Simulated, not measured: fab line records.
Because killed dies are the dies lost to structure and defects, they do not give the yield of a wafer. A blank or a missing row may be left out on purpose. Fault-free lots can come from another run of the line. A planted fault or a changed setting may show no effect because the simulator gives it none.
8D (eight disciplines) problem report, filled in by code    flow n5_finfet    the parts of the form that need people (team, actions taken, sign-off) are left out

== 1. WHAT IS WRONG ==
Wafers without a fault read 25.001, standard deviation 0.0071; beam_energy_keV at N5_WELL_APT_IMPLANT_15 reads a mean of 31.384 on 12 wafers belonging to 4 lots. So: +99 or more standard deviations from the usual mean.
First observed at day 4 14:01: wafer L925.1, on implanter-02. The record has a number at this step for 42 wafers belonging to 14 lots. By rule, "out" or "out of limits" means more than 4 standard deviations away from the usual mean. Any other wafer with a number is counted as sound.

== 2. WHAT IT IS, WHAT IT ISN'T ==
question                     is                      is not
which readings at this step  beam_energy_keV         -
which lots                   L925, L926, L927, L928  L913, L914, L917, L918, L919, L921, L922, L923, L930, L935
which wafers of those lots   all that have a number  -
read on which tools          implanter-02            implanter-01
when                         from day 4 14:01        up to then (24 sound wafers); but 6 sound wafers of L930, L935 came after

== 3. SUSPECTS, AND WHAT RULES EACH OUT ==
Counting: a tool stays on the suspect list if, at a process step up to the reading, it processed all lots that are out and no sound lot following the first of them.
- implanter-02 at N5_WELL_APT_IMPLANT_15: kept. All lots that are out passed through it, beginning with L925 at day 4 14:01, and no sound lot followed; its final sound lot before that point was L922 at day 3 20:26. Its own readings are out on those wafers: beam_energy_keV.
Left after counting: implanter-02 at N5_WELL_APT_IMPLANT_15.

== 4. THE CAUSE (what the simulator had put in) ==
Process parameter drift: implanter-02, from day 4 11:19 on, at N5_WELL_APT_IMPLANT_15. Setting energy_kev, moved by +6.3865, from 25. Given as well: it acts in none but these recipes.
Counting left only this tool.

== 5. SEQUENCE OF EFFECTS, ordered by route ==
Each row: a reading whose mean over the struck wafers that have a number lies more than 3 standard deviations from the usual. Readings are gone through only where the record gives a usual standard deviation; hours: the median, over the lots, of the time from a lot's start at the first step in this table giving one to that lot's start at this step; sigmas: the change measured in usual standard deviations.
hours  step                    reading          usual   on struck wafers  change  sigmas
0      N5_WELL_APT_IMPLANT_15  beam_energy_keV  25.001  31.384            +6.383  +99 or more
Here are the process steps it includes:
- N5_WELL_APT_IMPLANT_15

== 6. HOW IT WOULD HAVE BEEN CAUGHT EARLIER ==
In this record the first reading out of limits was taken at day 4 14:01, 3 hours after the fault began at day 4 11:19.
